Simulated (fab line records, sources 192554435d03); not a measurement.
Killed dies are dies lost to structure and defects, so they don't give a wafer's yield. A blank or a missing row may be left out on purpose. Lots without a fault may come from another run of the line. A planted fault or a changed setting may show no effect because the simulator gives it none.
A struck lot beside a sound one | flow n5_finfet | 15 steps out of a route of 1938
Sound: wafers L403.2, L403.3, L403.4. Struck: wafers L398.1, L398.2, L398.3. The cause comes at the end.
At each step with rows: each side's tool, then ch and its chambers, then its first start. Under that, the readings that differ: sound wafers | struck wafers | difference of the means | sigmas: that difference in standard deviations of wafers without a fault.
alike: readings whose means differ by less than 2 such deviations, and words and numbers that are the same on both sides. not compared: withheld readings, readings that some wafer has no value for, bounds like >300 that may hide the same value, and numbers for which the record gives no deviation and whose values overlap.
The two part at a step that has a row with sigmas, a row that says differs or no value, or rows on one side only. Numbers that don't overlap but have no deviation are shown without sigmas and don't part them. A reading that every wafer of one side lacks parts them only if that side has two wafers or more.

first, 4 steps without rows for these wafers: N5_HKMG_FIN_PRECLEAN_64 (cleans in dHF, time 30 s); N5_HKMG_FIN_WET_ETCH_65 (etches a-Si in TMAH, stops on TiN, time 49 s, target depth 3 nm); N5_HKMG_FIN_WET_ETCH_81 (etches TiN in SC1, stops on HfO2, time 57 s, target depth 6 nm); N5_HKMG_FIN_WET_ETCH_82 (etches La2O3 in dHCl, stops on HfO2, target depth 2 nm, rinse time 30 s).
N5_HKMG_FIN_ALD_36: deposits TiN, target thk 1 nm, pulse time 1 s, purge time 3 s.
  sound on ald_metal-03 ch 0,1,2, day 7 20:44; struck on ald_metal-03 ch 1,2,3, day 6 15:28
  alike: heater_power_w, precursor_pulse_height_rel
N5_HKMG_FIN_THK_MEAS_70: measures by xrf.
  sound on film_metro-02, day 7 21:01; struck on film_metro-02, day 6 15:45
  alike: HK_THK
N5_HKMG_FIN_PWFM_ALD_03: deposits TiN, target thk 2 nm, pulse time 1 s, purge time 3 s.
  sound on ald_metal-04 ch 0,1,3, day 7 21:03; struck on ald_metal-02 ch 0,1,3, day 6 15:47
  alike: heater_power_w, precursor_pulse_height_rel
then, 5 steps without rows for these wafers: N5_HKMG_FIN_COAT_29 (time 60 s, resist thk 300 nm); N5_HKMG_FIN_COAT_30 (time 60 s, resist thk 35 nm); N5_HKMG_FIN_COAT_06 (resist thk 90 nm); N5_HKMG_FIN_EBR_08; N5_HKMG_FIN_SOFTBAKE_07 (time 60 s).
N5_HKMG_FIN_EXPOSE_09: exposes mask NWFM.
  sound on arfi_scanner-03 ch 0, day 7 21:39; struck on arfi_scanner-02 ch 0, day 6 16:22
  reading              | sound             | struck            | difference | sigmas
  exposure_dose_mJ_cm2 | 39.28 39.32 39.27 | 40.61 40.57 40.66 | +1.32      | +33
  alike: mask
then, 1 step without rows for these wafers: N5_HKMG_FIN_PEB_10 (peb time 60 s).
-- the record jumps here: 8 days lie between the struck wafers' starts before and after (it left off in module HKMG_FIN and takes up again in module PASSIVATION, whose first step shown is number 1936 of the route) --
N5_PASSIVATION_PROBE_49:
  sound on prober-01, day 16 02:22; struck on prober-02, day 14 12:49
  alike: killed_at_M0_to_M3, killed_at_M4_up, killed_at_contacts, killed_at_front_end, killed_at_other, killed_dies, killed_open, killed_short

WHERE THEY PART
Only at N5_HKMG_FIN_EXPOSE_09, within this record. Later steps at which nothing parts them and some readings are alike: N5_PASSIVATION_PROBE_49.

WHY: what the simulator had put in
Process parameter drift: arfi_scanner-02, from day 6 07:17 on, at N5_HKMG_FIN_EXPOSE_09. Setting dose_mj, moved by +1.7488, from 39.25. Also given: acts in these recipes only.
